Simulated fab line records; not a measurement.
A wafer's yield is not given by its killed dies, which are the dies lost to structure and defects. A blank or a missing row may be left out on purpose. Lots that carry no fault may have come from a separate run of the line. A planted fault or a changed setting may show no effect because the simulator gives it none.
The tool behind it: which one? -- flow n5-finfet -- 12 lots, 36 wafers sampled, at 3 steps of a route of 1938

## WHAT THE GAUGES READ, wafer by wafer
N5_PASSIVATION_OVL_MEAS_66.
lot,measured,on,PASS_OPEN_OVL (nm)
L920,day 14 01:45,overlay-02,-3 2 -1
L921,day 13 20:26,overlay-02,-3 2 -5
L922,day 14 22:41,overlay-02,5 2 -5
L923,day 14 08:14,overlay-01,5 7 -2
L924,day 14 07:36,overlay-01,6 -4 2
L925,day 15 14:17,overlay-02,-8 -3 -3
L927,day 15 14:29,overlay-01,1 -2 5
L929,day 16 12:35,overlay-01,-4 -3 -11
L932,day 16 13:13,overlay-02,-2 1 1
L936,day 18 00:59,overlay-01,-5 5 -2
L938,day 18 16:29,overlay-01,9 3 2
L942,day 19 10:02,overlay-02,6 5 5

## EACH LOT AND THE TOOL THAT RAN IT (in order: tool; ch and the chambers of the sampled wafers; start)
lot,N5_HKMG_FIN_ETCHBACK_68,N5_PASSIVATION_PRE_CLEAN_19
L920,"rie-metal-02 ch 0,1, day 4 09:36","pvd-sputter-03, day 13 23:11"
L921,"rie-metal-02 ch 0,1, day 4 13:17","pvd-sputter-03, day 13 17:41"
L922,"rie-metal-02 ch 0,1, day 4 21:01","pvd-sputter-02, day 14 19:25"
L923,"rie-metal-01 ch 0,1, day 5 00:20","pvd-sputter-01, day 14 05:43"
L924,"rie-metal-02 ch 0,1, day 5 08:29","pvd-sputter-02, day 14 05:11"
L925,"rie-metal-01 ch 0,1, day 5 10:58","pvd-sputter-01, day 15 00:22"
L927,"rie-metal-03 ch 0,1, day 6 01:20","pvd-sputter-01, day 15 00:43"
L929,"rie-metal-01 ch 0,1, day 6 11:40","pvd-sputter-02, day 16 09:53"
L932,"rie-metal-03 ch 0,1, day 7 13:11","pvd-sputter-02, day 16 10:43"
L936,"rie-metal-02 ch 0,1, day 8 04:52","pvd-sputter-03, day 17 22:03"
L938,"rie-metal-02 ch 1, day 8 17:37","pvd-sputter-03, day 18 13:44"
L942,"rie-metal-03 ch 0, day 9 18:46","pvd-sputter-02, day 19 07:17"
- N5_HKMG_FIN_ETCHBACK_68: etches the open film in Cl2/Ar, stops on HfO2, target depth 0.5 nm.
- N5_PASSIVATION_PRE_CLEAN_19

## WHAT THE TOOLS THEMSELVES READ (means of the sampled wafers that have a number; where no wafer has one, the mark that the record gives instead)
N5_HKMG_FIN_ETCHBACK_68.
lot,tool,drypump-motor-current-A (A),mfc-ar-sccm (sccm),oes-product-au (a.u.),throttle-valve-pct (%)
L920,rie-metal-02,5.4,59.99,0.72,21.10
L921,rie-metal-02,5.8,59.88,0.79,21.01
L922,rie-metal-02,5.8,60.13,0.79,21.01
L923,rie-metal-01,5.6,59.91,0.77,20.87
L924,rie-metal-02,5.8,60.26,0.78,21.00
L925,rie-metal-01,5.7,59.95,0.77,20.87
L927,rie-metal-03,5.1,59.98,0.68,20.93
L929,rie-metal-01,5.9,60.04,0.72,20.75
L932,rie-metal-03,5.2,59.97,0.67,21.13
L936,rie-metal-02,5.5,60.04,0.71,21.11
L938,rie-metal-02,6.1,60.08,0.82,20.94
L942,rie-metal-03,5.2,59.94,0.66,21.34

N5_PASSIVATION_PRE_CLEAN_19.
lot,tool,heater-power-w (W)
L920,pvd-sputter-03,476
L921,pvd-sputter-03,463
L922,pvd-sputter-02,477
L923,pvd-sputter-01,475
L924,pvd-sputter-02,512
L925,pvd-sputter-01,454
L927,pvd-sputter-01,458
L929,pvd-sputter-02,493
L932,pvd-sputter-02,475
L936,pvd-sputter-03,496
L938,pvd-sputter-03,472
L942,pvd-sputter-02,503

## THE ANSWER, worked out from the rows above alone
Rule: what is usual is taken from the lots themselves. The widest of any qualifying gaps counts: lots, ordered by their means at a reading, are off when they make up no more than a third of the lots, leave a main group of 4 or more, and stand apart from it by 3 or more times the standard deviation of that group's means. A main group whose means are all the same, to the digits that the tables above print for the reading, isn't used. Also off: a lot with no number at a reading for which 4 or more lots have one. The other lots that the step has rows for count as sound. The gauges are gone through in route order, then the tools' own readings, and for those a lot's mean is taken as printed above. The first step at which some lot is off is used, and at that step the reading that is off furthest; a lot without a number counts as furthest.
None of the lots is off at any reading shown; this tells nothing.

## WHAT WAS PUT IN BY THE SIMULATOR
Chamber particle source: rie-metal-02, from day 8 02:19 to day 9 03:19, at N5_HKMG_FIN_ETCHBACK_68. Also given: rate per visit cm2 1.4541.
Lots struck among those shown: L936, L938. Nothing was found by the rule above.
